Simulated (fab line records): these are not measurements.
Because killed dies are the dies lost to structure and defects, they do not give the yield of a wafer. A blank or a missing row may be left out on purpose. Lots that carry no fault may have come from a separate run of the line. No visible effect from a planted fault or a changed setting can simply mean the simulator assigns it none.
Chamber matching :: flow nand_harc :: ald_hk-02 running NHARC_A_STAIRCASE_ALD_415: 4 sister chambers
The step deposits SiO2, target thk 30 nm, pulse time 6 s, ald cycles 300. 14 wafers are shown with their chamber, then 7 later ones without.

WAFERS WITH THEIR CHAMBER
wafer: L919.2
chamber: 1
heater_power_w (W): 437
precursor_pulse_height_rel: 1.017

wafer: L919.3
chamber: 3
heater_power_w (W): 468
precursor_pulse_height_rel: 0.997

wafer: L919.6
chamber: 2
heater_power_w (W): 483
precursor_pulse_height_rel: 0.994

wafer: L921.1
chamber: 0
heater_power_w (W): 469
precursor_pulse_height_rel: 1.007

wafer: L921.5
chamber: 2
heater_power_w (W): 465
precursor_pulse_height_rel: 0.977

wafer: L921.6
chamber: 1
heater_power_w (W): 449
precursor_pulse_height_rel: 1.005

wafer: L923.1
chamber: 1
heater_power_w (W): 436
precursor_pulse_height_rel: 1.033

wafer: L923.4
chamber: 2
heater_power_w (W): 457
precursor_pulse_height_rel: 1.033

wafer: L923.6
chamber: 1
heater_power_w (W): 432
precursor_pulse_height_rel: 0.999

wafer: L925.1
chamber: 0
heater_power_w (W): 491
precursor_pulse_height_rel: 0.992

wafer: L925.3
chamber: 2
heater_power_w (W): 465
precursor_pulse_height_rel: 0.989

wafer: L925.4
chamber: 3
heater_power_w (W): 487
precursor_pulse_height_rel: 1.018

wafer: L939.1
chamber: 3
heater_power_w (W): 502
precursor_pulse_height_rel: 0.993

wafer: L939.2
chamber: 0
heater_power_w (W): 501
precursor_pulse_height_rel: 1.005

SIGNATURES (means of the wafers above)
reading: heater_power_w
chamber 0: 487.00
chamber 1: 438.50
chamber 2: 467.50
chamber 3: 485.67
scatter within a chamber: 12.8

reading: precursor_pulse_height_rel
chamber 0: 1.00133
chamber 1: 1.01350
chamber 2: 0.99825
chamber 3: 1.00267
scatter within a chamber: 0.0171
Rule: a wafer lies at a distance from a chamber equal to the root of the sum of squares, over the readings, of (its reading less the chamber's mean, divided by the reading's scatter). If the next closest chamber is less than 2 further off than the closest, the wafer can't be placed; otherwise it belongs to the closest. The scatter: the root of (the sum of the squares of (reading less its chamber's mean) over the shown wafers, divided by (wafers less chambers)).

WAFERS WHOSE CHAMBER IS MISSING
wafer: L939.6
heater_power_w (W): 507
precursor_pulse_height_rel: 0.980

wafer: L940.2
heater_power_w (W): 429
precursor_pulse_height_rel: 0.998

wafer: L940.4
heater_power_w (W): 478
precursor_pulse_height_rel: 0.987

wafer: L940.5
heater_power_w (W): 480
precursor_pulse_height_rel: 0.995

wafer: L941.1
heater_power_w (W): 492
precursor_pulse_height_rel: 0.970

wafer: L941.3
heater_power_w (W): 500
precursor_pulse_height_rel: 0.995

wafer: L941.6
heater_power_w (W): 439
precursor_pulse_height_rel: 0.970

WHICH CHAMBER EACH WENT THROUGH
wafer: L939.6
from the rows above: can't be placed: 0 or 3 or 2
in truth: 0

wafer: L940.2
from the rows above: can't be placed: 1 or 2
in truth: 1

wafer: L940.4
from the rows above: can't be placed: 2 or 0 or 3
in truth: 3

wafer: L940.5
from the rows above: can't be placed: 3 or 0 or 2
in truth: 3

wafer: L941.1
from the rows above: can't be placed: 0 or 3 or 2
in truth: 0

wafer: L941.3
from the rows above: can't be placed: 0 or 3 or 2
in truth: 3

wafer: L941.6
from the rows above: can't be placed: 1 or 2 or 3 or 0
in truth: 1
0 of 7 placed correctly. These rows do not allow placing 7 (true chamber among the candidates in 7). Placed wrongly: 0.
